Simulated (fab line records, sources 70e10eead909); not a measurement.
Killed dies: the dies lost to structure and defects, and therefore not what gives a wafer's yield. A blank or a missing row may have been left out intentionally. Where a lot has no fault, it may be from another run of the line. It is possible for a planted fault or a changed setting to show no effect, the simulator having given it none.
fab line records ; flow nand-harc
record: lots: 14; wafers: 42; last-day: 33
route steps=1302 shown P_GATE@216 P_CONTACT@217
lots with no fault: from the same line, run without faults
start-h: start of the lot's first displayed wafer, in hours after the record's first day ; wait-h: how many hours have passed since the lot's step before this one ; " unchanged from the row above ; L1.1+2: a single row standing in for several wafers ; - either no value or no given start ; * or withheld: withheld ; < > ~ a bound
route shown NAME@n: a module of which the file shows steps, and the number in the route of the first ; usual: the fault-free wafers' mean and standard deviation ; same: alike in all rows ; chamber/n: place in a boat ; sites: per-site readings ; _std_site: the standard deviation of these ; _edge_site: mean of outer sites minus mean of inner sites ; radius-mm: for every site, how far away it sits from the centre of the wafer ; mask NAME#n: copy n ; behind: tool/chamber where the wafer was last shaped ; hold: cause of the lot's hold/its duration in hours/its outcome ; device: which transistor (n, p or np) failed to switch ; end of line: tests run on the same wafers once the route is complete ; a step without rows: its recipe alone ; killed: at the first sort, the dies lost to defects and structure; wafer yield is something else ; map: a wafer's dies, marking killed ones x, the rest . and places with no die _
set.NAME: setting as actually run; set.NAME@STEP: the setting as run at that earlier step ; model.NAME: the simulator's own value behind a step, which no gauge read
a sample of lots followed through the steps of the route, with each step as a table and each wafer as a row
services: when a tool's chamber went out of use (start-h, in hours from the record's first day, below 0 if earlier), for how many hours, and the reason
== steps ==
step: NHARC_P_GATE_INSPECT_68
usual: raw-defect-count: 195/68
lot.wafer;tool;chamber;start-h;wait-h;raw-defect-count
L253.2;defect-inspect-01;-;120.20;0.1;186
L253.3;defect-inspect-01;-;120.20;0.1;144
L253.6;defect-inspect-01;-;120.20;0.1;133
L254.1;defect-inspect-01;-;126.96;0.2;241
L254.3;defect-inspect-01;-;126.96;0.2;153
L254.6;defect-inspect-01;-;126.96;0.2;123
L255.3;defect-inspect-01;-;137.27;0.1;250
L255.5;defect-inspect-01;-;137.27;0.1;160
L255.6;defect-inspect-01;-;137.27;0.1;189
L256.1;defect-inspect-02;-;150.32;0.2;309
L256.3;defect-inspect-02;-;150.32;0.2;225
L256.5;defect-inspect-02;-;150.32;0.2;150
L258.1;defect-inspect-02;-;170.59;0.2;240
L258.3;defect-inspect-02;-;170.59;0.2;189
L258.4;defect-inspect-02;-;170.59;0.2;241
L259.1;defect-inspect-02;-;176.21;0.2;250
L259.3;defect-inspect-02;-;176.21;0.2;162
L259.5;defect-inspect-02;-;176.21;0.2;262
L260.1;defect-inspect-02;-;181.26;0.2;131
L260.2;defect-inspect-02;-;181.26;0.2;177
L260.6;defect-inspect-02;-;181.26;0.2;236
L261.1;defect-inspect-02;-;192.88;0.2;174
L261.4;defect-inspect-02;-;192.88;0.2;159
L261.5;defect-inspect-02;-;192.88;0.2;177
L262.4;defect-inspect-02;-;207.84;0.1;180
L262.5;defect-inspect-02;-;207.84;0.1;306
L262.6;defect-inspect-02;-;207.84;0.1;189
L267.1;defect-inspect-02;-;259.29;0.2;182
L267.3;defect-inspect-02;-;259.29;0.2;190
L267.5;defect-inspect-02;-;259.29;0.2;252
L272.1;defect-inspect-01;-;311.20;0.2;88
L272.5;defect-inspect-01;-;311.20;0.2;168
L272.6;defect-inspect-01;-;311.20;0.2;191
L273.1;defect-inspect-01;-;320.50;0.2;184
L273.3;defect-inspect-01;-;320.50;0.2;177
L273.6;defect-inspect-01;-;320.50;0.2;222
L274.1;defect-inspect-02;-;329.59;0.2;203
L274.2;defect-inspect-02;-;329.59;0.2;225
L274.3;defect-inspect-02;-;329.59;0.2;235
L276.1;defect-inspect-02;-;343.61;0.2;129
L276.2;defect-inspect-02;-;343.61;0.2;136
L276.3;defect-inspect-02;-;343.61;0.2;218
step: NHARC_P_CONTACT_DEP_30
recipe: target-thk-a: 300; temp-c: 400; target-thk-nm: 30; flow-sccm: 200; rf-w: 450; material: SiNx
usual: heater-power-w: 711/71
lot.wafer;tool;chamber;start-h;wait-h;heater-power-w
L253.3;pecvd-01;1;120.31;0.1;571
L253.2;pecvd-01;2;120.31;0.1;819
L253.6;pecvd-01;1;120.31;0.1;567
L254.3;pecvd-02;2;127.03;0.1;692
L254.1;pecvd-02;1;127.03;0.1;661
L254.6;pecvd-02;2;127.03;0.1;709
L255.3;pecvd-03;1;137.33;0.1;700
L255.6;pecvd-03;1;137.33;0.1;700
L255.5;pecvd-03;2;137.33;0.1;746
L256.3;pecvd-01;2;150.43;0.1;761
L256.1;pecvd-01;0;150.43;0.1;632
L256.5;pecvd-01;2;150.43;0.1;773
L258.1;pecvd-03;1;170.66;0.1;690
L258.3;pecvd-03;0;170.66;0.1;823
L258.4;pecvd-03;0;170.66;0.1;818
L259.3;pecvd-03;0;176.32;0.1;817
L259.1;pecvd-03;1;176.32;0.1;701
L259.5;pecvd-03;2;176.32;0.1;765
L260.2;pecvd-01;0;181.33;0.1;663
L260.1;pecvd-01;1;181.33;0.1;647
L260.6;pecvd-01;2;181.33;0.1;661
L261.1;pecvd-01;1;193.02;0.1;632
L261.4;pecvd-01;2;193.02;0.1;683
L261.5;pecvd-01;0;193.02;0.1;610
L262.6;pecvd-03;1;208.02;0.2;677
L262.5;pecvd-03;2;208.02;0.2;720
L262.4;pecvd-03;0;208.02;0.2;798
L262.6;pecvd-03;1;208.48;-;666
L262.5;pecvd-03;2;208.48;-;725
L262.4;pecvd-03;0;208.48;-;827
L267.3;pecvd-02;2;259.36;0.1;573
L267.1;pecvd-02;1;259.36;0.1;694
L267.5;pecvd-02;1;259.36;0.1;700
L272.1;pecvd-03;0;311.30;0.1;854
L272.5;pecvd-03;2;311.30;0.1;624
L272.6;pecvd-03;0;311.30;0.1;847
L272.1;pecvd-03;0;311.77;-;866
L272.5;pecvd-03;2;311.77;-;627
L272.6;pecvd-03;0;311.77;-;863
L273.3;pecvd-02;1;320.62;0.1;728
L273.1;pecvd-02;2;320.62;0.1;695
L273.6;pecvd-02;0;320.62;0.1;758
L274.2;pecvd-01;0;329.66;0.1;641
L274.1;pecvd-01;1;329.66;0.1;636
L274.3;pecvd-01;2;329.66;0.1;738
L276.3;pecvd-03;1;343.67;0.1;744
L276.1;pecvd-03;2;343.67;0.1;700
L276.2;pecvd-03;0;343.67;0.1;825
step: NHARC_P_CONTACT_DESCUM_17
recipe: time-s: 3; o2-flow-sccm: 200; ar-flow-sccm: 0; bias-power-w: 0; chemistry: O2
usual: chamber-pressure-mTorr: 60.01/0.056; drypump-motor-current-A: 5.3/0.44; oes-product-au: 1.002/0.0084; rf-vpp-V: 57.7/0.88; showerhead-plenum-p-Torr: 1.89/0.083; throttle-valve-pct: 11.311/0.0092
lot.wafer;tool;chamber;start-h;wait-h;chamber-pressure-mTorr;drypump-motor-current-A;oes-product-au;rf-hours-counter-h;rf-vpp-V;showerhead-plenum-p-Torr;throttle-valve-pct
L253.2;rie-diel-06;2;122.00;0.1;60.05;5.3;1.000;10.1;56.2;2.04;11.289
L253.3;rie-diel-06;3;122.00;0.1;59.98;4.8;1.006;8.1;55.9;1.87;11.322
L253.6;rie-diel-06;2;122.00;0.1;60.06;5.3;0.998;-;58.6;2.04;11.320
L254.3;rie-diel-07;1;128.76;0.1;59.92;4.9;0.993;0;58.3;1.78;11.315
L254.1;rie-diel-07;0;128.76;0.1;59.92;4.8;0.992;0;55.1;1.86;11.328
L254.6;rie-diel-07;2;128.76;0.1;59.98;6.1;1.011;-;58.1;1.97;11.317
L255.3;rie-diel-11;2;139.06;0.1;60.03;5.6;1.008;0.8;57.6;1.79;11.315
L255.6;rie-diel-11;2;139.06;0.1;59.98;5.5;1.001;-;58.7;1.79;11.304
L255.5;rie-diel-11;3;139.06;0.1;60.15;5.9;1.003;-;57.5;1.85;11.307
L256.3;rie-diel-11;0;152.01;0.1;60.05;5.2;1.024;1.3;57.1;1.91;11.304
L256.1;rie-diel-11;1;152.01;0.1;60.07;5.3;0.996;1.5;57.3;1.80;11.331
L256.5;rie-diel-11;2;152.01;0.1;60.03;5.6;1.003;-;57.7;1.79;11.311
L258.3;rie-diel-11;1;172.40;0.1;59.90;5.3;0.999;2.1;57.2;1.80;11.310
L258.4;rie-diel-11;2;172.40;0.1;60.05;5.6;1.002;2.0;57.9;1.79;11.289
L258.1;rie-diel-11;3;172.40;0.1;59.97;5.9;0.994;1.8;57.7;1.85;11.331
L259.1;rie-diel-11;1;178.01;0.1;60.05;5.3;0.997;2.5;56.9;1.80;11.313
L259.3;rie-diel-11;3;178.01;0.1;59.89;5.9;0.991;2.3;56.8;1.85;11.318
L259.5;rie-diel-11;0;178.01;0.1;60.03;5.2;1.018;-;58.4;1.91;11.302
L260.1;rie-diel-11;1;182.92;0.1;60.00;5.3;1.001;2.9;57.1;1.80;11.325
L260.2;rie-diel-11;0;182.92;0.1;59.92;5.2;1.015;2.7;59.1;1.91;11.305
L260.6;rie-diel-11;1;182.92;0.1;59.95;5.3;0.999;-;56.9;1.80;11.314
L261.1;rie-diel-06;0;194.68;0.1;59.99;5.4;1.010;3.4;57.7;1.85;11.312
L261.5;rie-diel-06;0;194.68;0.1;59.97;5.4;1.016;-;57.7;1.85;11.328
L261.4;rie-diel-06;3;194.68;0.1;59.96;4.8;1.012;-;56.8;1.87;11.313
L262.4;rie-diel-07;1;209.98;0.1;60.06;4.9;0.990;2.1;55.8;1.78;11.304
L262.5;rie-diel-07;3;209.98;0.1;60.00;5.1;0.996;-;58.5;1.99;11.308
L262.6;rie-diel-07;0;209.98;0.1;60.05;4.8;1.005;-;59.4;1.85;11.310
L267.1;rie-diel-07;1;261.08;0.1;60.05;4.8;0.995;3.5;58.0;1.78;11.305
L267.3;rie-diel-07;0;261.08;0.1;60.02;4.8;0.990;3.5;56.0;1.85;11.303
L267.5;rie-diel-07;2;261.08;0.1;59.99;6.1;0.999;-;58.8;1.97;11.319
L272.1;rie-diel-07;0;313.38;0.1;59.94;4.8;0.994;0.2;58.6;1.85;11.316
L272.5;rie-diel-07;3;313.38;0.1;60.00;5.1;0.998;-;58.5;1.99;11.310
L272.6;rie-diel-07;0;313.38;0.1;59.96;4.8;0.999;-;58.5;1.85;11.321
L273.3;rie-diel-07;2;322.31;0.1;60.04;6.1;1.004;0.6;58.1;1.97;11.316
L273.1;rie-diel-07;3;322.31;0.1;59.97;5.1;1.008;0.7;58.1;1.99;11.312
L273.6;rie-diel-07;2;322.31;0.1;60.08;6.1;1.014;-;60.9;1.97;11.307
L274.2;rie-diel-11;0;331.39;0.1;59.96;5.2;0.998;1.3;56.6;1.90;11.302
L274.3;rie-diel-11;1;331.39;0.1;60.01;5.3;0.994;1.2;57.1;1.80;11.325
L274.1;rie-diel-11;2;331.39;0.1;59.97;5.6;1.004;1.3;57.6;1.79;11.318
L276.1;rie-diel-06;2;345.41;0.1;60.03;5.3;1.010;1.9;58.5;2.03;11.325
L276.3;rie-diel-06;3;345.41;0.1;60.05;4.8;1.008;1.8;57.3;1.86;11.309
L276.2;rie-diel-06;1;345.41;0.1;59.91;4.8;1.004;1.6;57.8;1.97;11.308
step: NHARC_P_CONTACT_ETCH_35
recipe: target-depth-a: 390; over-etch-frac: 0.3; time-s: 65; ion-energy-ev: 80; cf4-flow-sccm: 150; ar-flow-sccm: 0; rf-w: 300; bias-w: 100; chemistry: CF4
usual: chamber-pressure-mTorr: 50.00/0.05; drypump-motor-current-A: 5.3/0.44; oes-product-au: 1.002/0.0088; rf-vpp-V: 151.0/1.1; showerhead-plenum-p-Torr: 1.74/0.07; throttle-valve-pct: 13.284/0.0091
lot.wafer;tool;chamber;start-h;wait-h;chamber-pressure-mTorr;drypump-motor-current-A;oes-product-au;rf-hours-counter-h;rf-vpp-V;showerhead-plenum-p-Torr;throttle-valve-pct
L253.3;rie-diel-06;2;122.08;0.1;49.96;5.3;0.991;10.1;151.7;1.87;13.293
L253.2;rie-diel-06;1;122.08;0.1;50.00;4.8;1.003;10.3;152.8;1.82;13.280
L253.6;rie-diel-06;2;122.08;0.1;50.03;5.3;0.998;-;151.9;1.87;13.281
L254.3;rie-diel-07;3;128.84;0.1;50.00;5.0;0.996;0.0;152.0;1.84;13.287
L254.1;rie-diel-07;0;128.84;0.1;49.95;4.8;0.984;0.0;150.2;1.72;13.279
L254.6;rie-diel-07;0;128.84;0.1;49.99;4.8;0.989;-;151.1;1.72;13.277
L255.3;rie-diel-11;3;139.15;0.1;50.00;5.9;1.007;0.7;150.7;1.72;13.282
L255.5;rie-diel-11;2;139.15;0.1;49.94;5.5;0.994;-;149.1;1.66;13.295
L255.6;rie-diel-11;3;139.15;0.1;50.00;5.9;0.997;-;151.4;1.72;13.284
L256.1;rie-diel-11;2;152.07;0.1;50.00;5.6;1.007;1.5;149.9;1.66;13.280
L256.3;rie-diel-11;3;152.07;0.1;49.94;5.9;1.009;1.3;151.2;1.72;13.273
L256.5;rie-diel-11;3;152.07;0.1;50.01;5.9;1.001;-;151.1;1.72;13.288
L258.4;rie-diel-11;3;172.49;0.1;50.00;5.9;0.998;1.8;150.5;1.72;13.295
L258.1;rie-diel-11;0;172.49;0.1;50.10;5.2;1.011;1.8;151.6;1.76;13.287
L258.3;rie-diel-11;1;172.49;0.1;49.99;5.3;1.010;2.1;150.1;1.67;13.279
L259.3;rie-diel-11;3;178.10;0.1;49.93;5.9;1.009;2.3;150.3;1.72;13.304
L259.1;rie-diel-11;0;178.10;0.1;50.06;5.2;1.016;2.2;150.5;1.76;13.294
L259.5;rie-diel-11;2;178.10;0.1;50.13;5.6;1.002;-;150.6;1.66;13.280
L260.1;rie-diel-11;0;183.02;0.1;50.10;5.2;1.009;2.7;151.9;1.76;13.282
L260.2;rie-diel-11;1;183.02;0.1;49.98;5.3;1.004;2.9;151.1;1.67;13.286
L260.6;rie-diel-11;3;183.02;0.1;50.04;5.9;1.001;-;151.1;1.72;13.284
L261.1;rie-diel-06;3;194.80;0.1;50.08;4.8;1.001;3.6;150.1;1.73;13.278
L261.4;rie-diel-06;2;194.80;0.1;49.96;5.3;1.027;-;152.9;1.87;13.282
L261.5;rie-diel-06;3;194.80;0.1;49.99;4.8;1.003;-;151.6;1.73;13.286
L262.4;rie-diel-07;0;210.05;0.1;49.99;4.8;0.999;2.3;151.6;1.72;13.304
L262.5;rie-diel-07;3;210.05;0.1;49.91;5.1;1.004;-;152.7;1.84;13.297
L262.6;rie-diel-07;0;210.05;0.1;49.99;4.8;1.006;-;150.5;1.72;13.284
L267.3;rie-diel-07;2;261.23;0.1;49.93;6.1;0.999;3.4;149.5;1.81;13.278
L267.1;rie-diel-07;1;261.23;0.1;50.08;5.0;1.000;3.5;149.6;1.66;13.280
L267.5;rie-diel-07;2;261.23;0.1;49.97;6.1;0.998;-;151.5;1.81;13.299
L272.1;rie-diel-07;1;313.47;0.1;50.02;4.9;0.991;0.2;150.4;1.66;13.274
L272.6;rie-diel-07;0;313.47;0.1;49.95;4.8;0.997;-;151.0;1.72;13.278
L272.5;rie-diel-07;1;313.47;0.1;49.95;4.9;0.989;-;151.3;1.66;13.292
L273.3;rie-diel-07;3;322.40;0.1;49.96;5.0;0.991;0.7;152.0;1.84;13.288
L273.1;rie-diel-07;0;322.40;0.1;49.99;4.8;0.995;0.6;150.6;1.72;13.283
L273.6;rie-diel-07;0;322.40;0.1;49.98;4.8;0.992;-;151.6;1.72;13.268
L274.3;rie-diel-11;3;331.47;0.1;50.04;5.9;0.994;1.5;151.2;1.72;13.289
L274.1;rie-diel-11;0;331.47;0.1;50.05;5.2;1.006;1.3;150.8;1.76;13.279
L274.2;rie-diel-11;1;331.47;0.1;50.00;5.3;0.998;1.2;150.3;1.67;13.284
L276.2;rie-diel-06;1;345.50;0.1;49.91;4.8;1.004;1.7;151.2;1.82;13.292
L276.3;rie-diel-06;2;345.50;0.1;49.98;5.3;1.001;1.9;152.5;1.87;13.297
L276.1;rie-diel-06;3;345.50;0.1;50.03;4.8;1.015;1.8;150.4;1.73;13.281
== services ==
tool;chamber;start-h;hours;kind
pecvd-03;0;98.32;8.9;repair
rie-diel-07;-;117.20;9.0;pm
rie-diel-06;-;130.22;9.0;pm
rie-diel-11;2;153.25;13.2;repair
rie-diel-06;-;163.10;2.6;repair
rie-diel-07;3;166.02;8.9;repair
rie-diel-06;1;181.75;4.7;repair
pecvd-03;-;185.57;13.0;pm
rie-diel-06;0;186.77;7.7;repair
rie-diel-07;1;187.59;3.4;repair
rie-diel-07;-;191.11;0.8;repair
rie-diel-06;1;192.74;4.4;repair
rie-diel-11;0;195.42;13.3;repair
rie-diel-06;1;207.79;1.9;repair
pecvd-03;-;221.15;1.6;repair
rie-diel-07;3;225.28;14.1;repair
rie-diel-06;2;233.21;12.9;repair
pecvd-03;1;247.46;8.8;repair
rie-diel-11;-;255.50;9.0;pm
rie-diel-07;0;274.78;9.3;repair
rie-diel-11;2;283.73;10.9;repair
rie-diel-07;-;294.20;9.0;pm
rie-diel-11;-;327.19;0.6;repair
rie-diel-07;1;330.35;17.6;repair
== key ==
first-sign: step: NHARC_P_CONTACT_DEP_30; reading: visit; direction: added
effect none on later readings
met-at NHARC_P_CONTACT_DEP_30
struck-lots L262,L272
sort-left-out L262.4,L262.5,L262.6,L272.1,L272.5,L272.6
tester-left-out L262,L272
not-acting-at NHARC_P_GATE_INSPECT_68,NHARC_P_CONTACT_DESCUM_17,NHARC_P_CONTACT_ETCH_35
fault: kind: repeated-step-whole; tool: pecvd-01,pecvd-02,pecvd-03; chamber: -; onset-h: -; steps: NHARC_P_CONTACT_DEP_30; times: 1; scope: struck-lots-only
tester-left-out: of these lots the tester's yield and bins aren't shown, on N5 and GAA mostly nor the transistor test; their killed dies are dies lost to structure and defects alone, not to doping, threshold or leakage, so they don't give the yield
sort-left-out: the simulated sort isn't trusted on such a fault, so these wafers' sort isn't shown, and their yield isn't known
